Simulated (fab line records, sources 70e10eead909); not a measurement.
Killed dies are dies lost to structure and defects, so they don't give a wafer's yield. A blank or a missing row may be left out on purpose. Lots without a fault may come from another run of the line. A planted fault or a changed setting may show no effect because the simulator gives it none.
fab line records | flow nand_harc | part 2 of 2: steps 29 to 44 of 44
record lots=5 wafers=15 last_day=30
route steps=1302 shown P_STI@80 P_GATE@110
lots that met no fault: from a run of the same line without faults
start_h: hours from the record's first day to the start of the lot's first wafer shown | wait_h: hours since the lot's step before | " the same as in the row above | L1.1+2: a row that stands for several wafers | - no value, or no start given | * or withheld: withheld | < > ~ a bound
route shown NAME@n: a module of which the file shows steps, and the number in the route of the first | usual: mean/standard deviation of fault-free wafers | same: alike in all rows | chamber/n: place in a boat | sites: the reading at each site | _std_site: their standard deviation | _edge_site: outer sites' mean less inner sites' | radius_mm: how far each site lies from the wafer's centre | mask NAME#n: copy n | behind: the tool/chamber that last shaped the wafer | hold: why the lot was held/for how many hours/how that ended | device: the transistor (n, p or np) that didn't switch | end of line: the same wafers' tests at the end of the route | a step without rows: its recipe alone | killed: dies lost to structure and defects at the first sort, not the wafer's yield | map: a wafer's dies, x killed, . not, _ none there
set.NAME: the setting as run; set.NAME@STEP: as run at that earlier step | model.NAME: the simulator's own value behind a step, which no gauge read
lots at some steps of the route; a table a step, a row a wafer
services: from which hour (start_h, from the record's first day; less than 0 if before it) a tool's chamber was out of use, for how many hours, and why
## steps
# step NHARC_P_STI_INSPECT_25
# usual raw_defect_count=209/73
# columns lot.wafer tool chamber start_h wait_h raw_defect_count
L076.2 defect_inspect-02 - 98.35 0.4 278
L076.3 " - " " 270
L076.6 " - " " 231
L083.1 defect_inspect-02 - 162.84 0.4 333
L083.2 " - " " 214
L083.5 " - " " 376
L085.2 defect_inspect-01 - 179.51 0.4 184
L085.5 " - " " 171
L085.6 " - " " 194
L088.2 defect_inspect-01 - 218.73 0.4 117
L088.3 " - " " 88
L088.6 " - " " 136
L090.2 defect_inspect-01 - 229.80 0.4 228
L090.3 " - " " 173
L090.5 " - " " 133
# step NHARC_P_GATE_ETCH_69
# recipe target_depth_a=140 chemistry=dHF material=SiO2
# columns lot.wafer tool chamber start_h wait_h
L076.6+2+3 wet_bench-04 2,5,7 98.40 0.0
L083.5+1+2 wet_bench-01 6,0,1 162.92 0.1
L085.5+2+6 wet_bench-05 5,6,7 179.60 0.1
L088.3+2+6 wet_bench-05 2,3,5 218.79 0.1
L090.2+3+5 wet_bench-05 3,5,6 229.89 0.1
# step NHARC_P_GATE_PRECLEAN_70
# recipe time_s=* temp_c=50 bath_age_min=0 chemistry=SC1
# columns lot.wafer tool chamber start_h wait_h
L076.6+2+3 wet_bench-04 2,5,7 98.50 0.1
L083.5+1+2 wet_bench-01 6,0,1 163.00 0.1
L085.5+2+6 wet_bench-05 5,6,7 179.67 0.1
L088.3+2+6 wet_bench-05 2,3,5 218.88 0.1
L090.2+3+5 wet_bench-05 3,5,6 229.96 0.1
# step NHARC_P_GATE_SRD_01
# columns lot.wafer tool chamber start_h wait_h
L076.6+2+3 wet_bench-04 2,5,7 - -
L083.5+1+2 wet_bench-01 6,0,1 - -
L085.5+2+6 wet_bench-05 5,6,7 - -
L088.3+2+6 wet_bench-05 2,3,5 - -
L090.2+3+5 wet_bench-05 3,5,6 - -
# step NHARC_P_GATE_OXIDE_02
# recipe target_thk_a=375 temp_c=950 p_h2o_torr=720 ox_time_s=365 material=SiO2
# usual zone_power_top_pct=33.9/0.44
# columns lot.wafer tool chamber start_h wait_h zone_power_top_pct
L076.2 furnace-08 0 102.08 - 34.1
L076.3 " 0 " " 34.2
L076.6 " 0 " " 33.8
L083.1 furnace-05 0 166.34 - 34.2
L083.2 " 0 " " 34.6
L083.5 " 0 " " 33.5
L085.2 furnace-02 0 182.88 - 33.6
L085.5 " 0 " " 33.1
L085.6 " 0 " " 33.8
L088.2 furnace-02 0 222.09 - 33.4
L088.3 " 0 " " 33.6
L088.6 " 0 " " 33.1
L090.2 furnace-05 0 233.31 - 34.4
L090.3 " 0 " " 34.6
L090.5 " 0 " " 34.0
# step NHARC_P_GATE_DEHYDRATE_03
# recipe temp_c=150 time_s=120
# columns lot.wafer tool chamber start_h wait_h
L076.2+3+6 litho_track-02 0 106.60 0.4
L083.1+2+5 litho_track-02 0 170.92 0.4
L085.2+5+6 litho_track-02 0 187.44 0.4
L088.2+3+6 litho_track-03 0 226.72 0.4
L090.2+3+5 litho_track-02 0 237.86 0.4
# step NHARC_P_GATE_HMDS_04
# recipe time_s=30
# columns lot.wafer tool chamber start_h wait_h
L076.2+3+6 litho_track-02 0 - -
L083.1+2+5 litho_track-02 0 - -
L085.2+5+6 litho_track-02 0 - -
L088.2+3+6 litho_track-03 0 - -
L090.2+3+5 litho_track-02 0 - -
# step NHARC_P_GATE_COAT_05
# recipe spin_rpm=4690
# columns lot.wafer tool chamber start_h wait_h
L076.2+3+6 litho_track-02 0 - -
L083.1+2+5 litho_track-02 0 - -
L085.2+5+6 litho_track-02 0 - -
L088.2+3+6 litho_track-03 0 - -
L090.2+3+5 litho_track-02 0 - -
# step NHARC_P_GATE_SOFTBAKE_06
# recipe temp_c=122 time_s=95
# columns lot.wafer tool chamber start_h wait_h
L076.2+3+6 litho_track-02 0 - -
L083.1+2+5 litho_track-02 0 - -
L085.2+5+6 litho_track-02 0 - -
L088.2+3+6 litho_track-03 0 - -
L090.2+3+5 litho_track-02 0 - -
# step NHARC_P_GATE_EBR_07
# columns lot.wafer tool chamber start_h wait_h
L076.2+3+6 litho_track-02 0 - -
L083.1+2+5 litho_track-02 0 - -
L085.2+5+6 litho_track-02 0 - -
L088.2+3+6 litho_track-03 0 - -
L090.2+3+5 litho_track-02 0 - -
# step NHARC_P_GATE_EXPOSE_08
# recipe na=0.6 dose_mj=16.75 mask_id=P_HV
# columns lot.wafer tool chamber start_h wait_h mask
L076.2+3+6 krf_scanner-02 0 106.87 - P_HV#0
L083.1+2+5 krf_scanner-03 0 171.19 - P_HV#0
L085.2+5+6 krf_scanner-03 0 187.71 - P_HV#0
L088.2+3+6 krf_scanner-01 0 227.17 - P_HV#0
L090.2+3+5 krf_scanner-02 0 238.13 - P_HV#0
# step NHARC_P_GATE_PEB_09
# recipe peb_temp_c=118 peb_time_s=85
# columns lot.wafer tool chamber start_h wait_h
L076.2+3+6 litho_track-02 0 106.93 0.1
L083.1+2+5 litho_track-02 0 171.25 0.1
L085.2+5+6 litho_track-07 0 187.78 0.1
L088.2+3+6 litho_track-07 0 227.23 0.1
L090.2+3+5 litho_track-03 0 238.19 0.1
# step NHARC_P_GATE_DEVELOP_10
# recipe time_s=70
# columns lot.wafer tool chamber start_h wait_h
L076.2+3+6 litho_track-02 0 - -
L083.1+2+5 litho_track-02 0 - -
L085.2+5+6 litho_track-07 0 - -
L088.2+3+6 litho_track-07 0 - -
L090.2+3+5 litho_track-03 0 - -
# step NHARC_P_GATE_CD_MEAS_11
# recipe target_cd_nm=1640 landing_energy_ev=500
# usual cd_nm=1640.2/1.1
# columns lot.wafer tool chamber start_h wait_h cd_nm
L076.2 cd_sem-03 0 107.02 - 1638.3
L076.3 " 0 " " 1638.9
L076.6 " 0 " " 1639.9
L083.1 cd_sem-03 0 171.34 - 1641.3
L083.2 " 0 " " 1638.9
L083.5 " 0 " " 1641.1
L085.2 cd_sem-01 0 187.87 - 1641.1
L085.5 " 0 " " 1642.4
L085.6 " 0 " " 1640.4
L088.2 cd_sem-01 0 227.32 - 1639.0
L088.3 " 0 " " 1640.5
L088.6 " 0 " " 1638.8
L090.2 cd_sem-02 0 238.28 - 1638.8
L090.3 " 0 " " 1639.1
L090.5 " 0 " " 1639.3
# step NHARC_P_GATE_HARDBAKE_12
# recipe temp_c=125 time_s=80
# columns lot.wafer tool chamber start_h wait_h
L076.2+3+6 litho_track-03 0 107.10 -
L083.1+2+5 litho_track-07 0 171.42 -
L085.2+5+6 litho_track-02 0 187.95 -
L088.2+3+6 litho_track-03 0 227.40 -
L090.2+3+5 litho_track-07 0 238.36 -
# step NHARC_P_GATE_DESCUM_13
# recipe time_s=3 o2_flow_sccm=200 ar_flow_sccm=0 bias_power_w=0 chemistry=O2
# usual drypump_motor_current_A=5.7/0.5 oes_product_au=1.005/0.0084 rf_vpp_V=58.0/0.89 showerhead_plenum_p_Torr=1.94/0.073 throttle_valve_pct=11.309/0.0087
# columns lot.wafer tool chamber start_h wait_h drypump_motor_current_A oes_product_au rf_hours_counter_h rf_vpp_V showerhead_plenum_p_Torr throttle_valve_pct
L076.2 rie_diel-10 3 107.19 - 5.1 0.992 3.7 58.0 1.97 11.313
L076.3 " 0 " " 6.2 1.007 3.9 57.7 2.04 11.322
L076.6 " 3 " " 5.1 0.997 - 57.8 1.97 11.314
L083.2 rie_diel-03 3 171.52 - 5.0 1.005 4.0 58.4 1.90 11.302
L083.1 " 0 " " 5.7 1.006 2.7 57.9 2.06 11.310
L083.5 " 3 " " 5.0 1.009 - 57.9 1.90 11.304
L085.2 rie_diel-10 3 188.06 - 5.1 1.002 10.2 59.4 1.97 11.303
L085.5 " 0 " " 6.2 1.012 - 58.7 2.04 11.309
L085.6 " 1 " " 5.6 1.016 - 57.3 1.85 11.301
L088.2 rie_diel-11 2 227.48 - 5.9 0.994 6.5 57.2 1.93 11.308
L088.3 " 3 " " 6.1 0.999 8.1 57.7 1.81 11.309
L088.6 " 2 " " 5.9 0.994 - 57.5 1.93 11.304
L090.3 rie_diel-03 2 238.47 - 5.2 0.989 6.9 56.9 1.94 11.317
L090.2 " 3 " " 5.0 0.997 6.2 57.1 1.89 11.311
L090.5 " 1 " " 6.1 1.029 - 58.4 2.01 11.321
## services
# columns tool chamber start_h hours kind
wet_bench-04 - 51.20 8.0 pm
krf_scanner-03 - 52.00 4.0 pm
litho_track-02 - 52.00 7.0 pm
rie_diel-05 - 52.60 9.0 pm
cmp-04 - 57.53 12.1 repair
cmp-04 - 74.89 1.6 repair
litho_track-07 - 76.02 7.0 pm
wet_bench-05 - 84.82 8.0 pm
krf_scanner-03 - 95.67 0.3 repair
wet_bench-07 - 99.22 8.0 pm
litho_track-03 - 100.01 7.0 pm
rie_diel-05 1 109.30 8.1 repair
rie_diel-05 2 115.93 28.8 repair
litho_track-05 - 124.00 7.0 pm
krf_scanner-03 - 158.69 1.0 repair
wet_bench-09 - 176.80 8.0 pm
hdpcvd-01 - 185.00 13.0 pm
rie_diel-08 - 190.81 9.0 pm
wet_bench-06 - 201.97 8.0 pm
krf_scanner-03 - 224.00 4.0 pm
litho_track-02 - 227.00 7.0 pm
rie_diel-05 - 229.60 9.0 pm
krf_scanner-03 - 232.30 1.0 repair
rie_diel-08 - 233.14 0.8 repair
